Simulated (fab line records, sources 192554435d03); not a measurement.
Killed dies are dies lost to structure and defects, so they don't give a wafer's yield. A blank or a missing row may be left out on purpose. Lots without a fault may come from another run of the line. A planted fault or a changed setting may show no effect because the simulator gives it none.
Which tool did it? | flow n5_finfet | 9 lots, 27 wafers sampled, at 4 steps of a route of 1938

WHAT THE GAUGES READ, wafer by wafer
N5_BEOL_M4_RC_MEAS_101. Usual: DIBL_N 35.9 mV/V, standard deviation 1.7; DIBL_P 36.0 mV/V, standard deviation 2.2; IOFF_N 0.16 nA/um, standard deviation 0.031; IOFF_P 0.21 nA/um, standard deviation 0.039; ION_N 678 uA/um, standard deviation 13; ION_P 464 uA/um, standard deviation 8.8; SS_N 71.5 mV/dec, standard deviation 0.61; SS_P 73.2 mV/dec, standard deviation 0.68; VT_N 249 mV, standard deviation 3.3; VT_P -250 mV, standard deviation 3.8.
lot  | measured     | on        | DIBL_N (mV/V)  | DIBL_P (mV/V)  | IOFF_N (nA/um) | IOFF_P (nA/um) | ION_N (uA/um) | ION_P (uA/um) | SS_N (mV/dec)  | SS_P (mV/dec)  | VT_N (mV)   | VT_P (mV)      | flag
L854 | day 8 07:40  | prober-01 | 38.4 39.0 37.1 | 37.7 39.2 36.2 | 0.21 0.23 0.19 | 0.26 0.27 0.24 | 695 705 686   | 470 480 473   | 71.6 72.3 71.4 | 73.7 74.5 73.2 | 243 245 244 | -247 -246 -247 |
L855 | day 8 10:04  | prober-01 | 37.3 33.9 34.0 | 35.9 31.8 30.5 | 0.17 0.12 0.12 | 0.20 0.15 0.14 | 686 675 663   | 466 462 451   | 71.5 70.2 71.4 | 74.4 72.8 72.5 | 247 250 251 | -252 -253 -256 |
L856 | day 8 15:54  | prober-02 | 38.0 34.0 34.8 | 38.1 33.7 35.0 | 0.19 0.12 0.14 | 0.22 0.17 0.19 | 676 654 677   | 460 454 465   | 72.1 71.3 71.5 | 74.1 72.5 72.9 | 246 253 252 | -252 -254 -251 |
L864 | day 10 16:56 | prober-02 | 35.4 40.4 37.8 | 33.1 40.4 35.9 | 0.14 0.26 0.18 | 0.18 0.31 0.21 | 689 717 681   | 467 480 462   | 71.3 72.2 72.4 | 71.7 73.7 73.5 | 249 241 247 | -250 -245 -248 |
L866 | day 11 10:10 | prober-02 | 34.5 34.2 35.3 | 35.4 35.6 35.0 | 0.15 0.15 0.14 | 0.22 0.23 0.21 | 668 682 659   | 462 470 455   | 70.2 71.2 71.0 | 73.0 72.5 73.0 | 250 249 253 | -247 -244 -251 |
L869 | day 11 18:02 | prober-02 | 33.4 37.4 36.6 | 31.9 36.7 35.8 | 0.11 0.17 0.16 | 0.15 0.22 0.20 | 670 683 681   | 459 471 467   | 70.5 72.4 71.8 | 72.1 73.4 72.9 | 253 249 250 | -255 -250 -251 |
L868 | day 12 00:59 | prober-01 | 34.8 36.3 37.8 | 33.8 36.5 39.0 | 0.13 0.17 0.20 | 0.19 0.23 0.27 | 678 688 707   | 469 479 486   | 70.6 70.9 72.1 | 72.3 73.8 74.2 | 251 244 245 | -251 -247 -245 |
L874 | day 13 06:49 | prober-02 | 37.5 34.6 35.9 | 37.3 33.9 35.3 | 0.19 0.14 0.16 | 0.28 0.22 0.23 | 692 679 678   | 472 477 470   | 72.1 70.7 71.8 | 74.0 72.9 72.9 | 246 251 248 | -244 -246 -247 |
L875 | day 13 22:55 | prober-02 | 32.6 34.8 34.6 | 34.7 36.8 36.9 | 0.13 0.17 0.16 | 0.21 0.23 0.25 | 678 685 674   | 471 472 466   | 71.6 72.3 72.4 | 72.8 73.4 74.2 | 253 249 251 | -248 -250 -248 |

N5_BEOL_M6_THK_MEAS_53: measures by xrf. Usual: M6_THK 79.0 nm, standard deviation 2.4.
lot  | measured     | on            | M6_THK (nm)    | flag
L854 | day 9 04:59  | film_metro-02 | 75.5 78.3 80.9 |
L855 | day 9 07:44  | film_metro-01 | 78.3 78.3 77.8 |
L856 | day 9 14:26  | film_metro-02 | 78.6 77.8 82.3 |
L864 | day 11 13:47 | film_metro-01 | 82.4 81.9 80.8 |
L866 | day 12 13:07 | film_metro-01 | 74.7 78.8 78.9 |
L869 | day 12 21:44 | film_metro-02 | 81.4 81.5 81.7 |
L868 | day 12 22:37 | film_metro-01 | 80.4 78.5 79.0 |
L874 | day 14 02:34 | film_metro-01 | 78.4 80.5 77.8 |
L875 | day 15 02:47 | film_metro-02 | 82.9 81.6 81.7 |

N5_BEOL_M7_OCD_MEAS_38. Usual: trench_depth_nm 93.2 nm, standard deviation 1.9.
lot  | measured     | on     | trench_depth_nm (nm) | flag
L854 | day 9 08:40  | ocd-02 | 94.3 90.1 90.3       |
L855 | day 9 12:19  | ocd-01 | 92.7 93.7 91.5       |
L856 | day 9 19:04  | ocd-02 | 94.0 94.9 90.0       |
L864 | day 11 20:32 | ocd-02 | 96.4 66.8 52.4       | OFF
L866 | day 12 18:40 | ocd-02 | 96.7 55.9 65.0       | OFF
L869 | day 13 02:43 | ocd-02 | 91.5 96.3 95.9       |
L868 | day 13 04:20 | ocd-01 | 91.2 91.0 92.7       |
L874 | day 14 10:51 | ocd-01 | 93.1 94.6 94.2       |
L875 | day 15 09:14 | ocd-01 | 95.2 94.9 94.8       |

WHICH TOOL RAN EACH LOT (tool, then ch and the chambers of the sampled wafers, then the start)
lot  | N5_BEOL_M7_ETCH_62
L854 | rie_diel-01 ch 2,3, day 9 07:04
L855 | rie_diel-01 ch 0,1,2, day 9 09:56
L856 | rie_diel-01 ch 0,1,3, day 9 16:29
L864 | rie_diel-01 ch 0,3, day 11 16:34
L866 | rie_diel-01 ch 0,3, day 12 15:08
L869 | rie_diel-03 ch 2,3, day 12 23:51
L868 | rie_diel-03 ch 0,3, day 13 02:05
L874 | rie_diel-04 ch 1,2,3, day 14 05:52
L875 | rie_diel-03 ch 0,2,3, day 15 05:43
- N5_BEOL_M7_ETCH_62: etches SOC in N2/H2, target depth 110 nm, overetch 22 nm, time 165 s.

WHAT THE TOOLS THEMSELVES READ (means of the sampled wafers that have a number; where no wafer has one, the mark that the record gives instead)
N5_BEOL_M7_ETCH_62. Usual: chamber_pressure_mTorr 29.995 mTorr, standard deviation 0.028; drypump_motor_current_A 5.7 A, standard deviation 0.63; oes_product_au 0.70 a.u., standard deviation 0.071; rf_vpp_V 523.7 V, standard deviation 2.1; showerhead_plenum_p_Torr 2.54 Torr, standard deviation 0.066; throttle_valve_pct 17.74 %, standard deviation 0.27.
lot  | tool        | chamber_pressure_mTorr (mTorr) | drypump_motor_current_A (A) | oes_product_au (a.u.) | rf_vpp_V (V) | showerhead_plenum_p_Torr (Torr) | throttle_valve_pct (%) | flag
L854 | rie_diel-01 | 29.977                         | 6.3                         | 0.75                  | 522.7        | 2.49                            | 17.61                  |
L855 | rie_diel-01 | 30.000                         | 5.4                         | 0.71                  | 522.7        | 2.53                            | 17.73                  |
L856 | rie_diel-01 | 29.963                         | 5.5                         | 0.69                  | 523.2        | 2.52                            | 17.79                  |
L864 | rie_diel-01 | 29.972                         | 5.9                         | 0.71                  | 522.5        | 2.50                            | 17.66                  |
L866 | rie_diel-01 | 30.006                         | 5.3                         | 0.71                  | 524.3        | 2.53                            | 17.63                  |
L869 | rie_diel-03 | 30.000                         | 5.8                         | 0.75                  | 527.7        | 2.67                            | 17.57                  |
L868 | rie_diel-03 | 30.024                         | 5.8                         | 0.63                  | 524.8        | 2.59                            | 17.64                  |
L874 | rie_diel-04 | 30.008                         | 6.3                         | 0.65                  | 523.4        | 2.51                            | 18.06                  |
L875 | rie_diel-03 | 29.990                         | 5.6                         | 0.76                  | 527.2        | 2.62                            | 17.44                  |

THE ANSWER, worked out from the rows above alone
Rule: a lot is off if the mean of its wafers that have a number lies more than 3 standard deviations from the usual mean. A lot without any number at a reading at which 4 lots or more have one is off too. The other lots that the step has rows for count as sound. The gauges are gone through in route order, then the tools' own readings, and for those a lot's mean is taken as printed above. The first step at which some lot is off is used, and at that step the reading that is off furthest; a lot without a number counts as furthest.
Off: L864, L866, at N5_BEOL_M7_OCD_MEAS_38 (trench_depth_nm).
A tool fits if, at a process step before that reading, it ran every lot that is off, and no sound lot after the first of them. The gauges at N5_BEOL_M7_OCD_MEAS_38 are tried like those tools. One fits: rie_diel-01 at N5_BEOL_M7_ETCH_62. Its last sound lot is L856 (day 9 16:29), its first lot that is off L864 (day 11 16:34): a fault that began between those two fits.

WHAT THE SIMULATOR HAD PUT IN
Process parameter drift: rie_diel-01, from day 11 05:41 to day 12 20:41, at N5_BEOL_M7_ETCH_62. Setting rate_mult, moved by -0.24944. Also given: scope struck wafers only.
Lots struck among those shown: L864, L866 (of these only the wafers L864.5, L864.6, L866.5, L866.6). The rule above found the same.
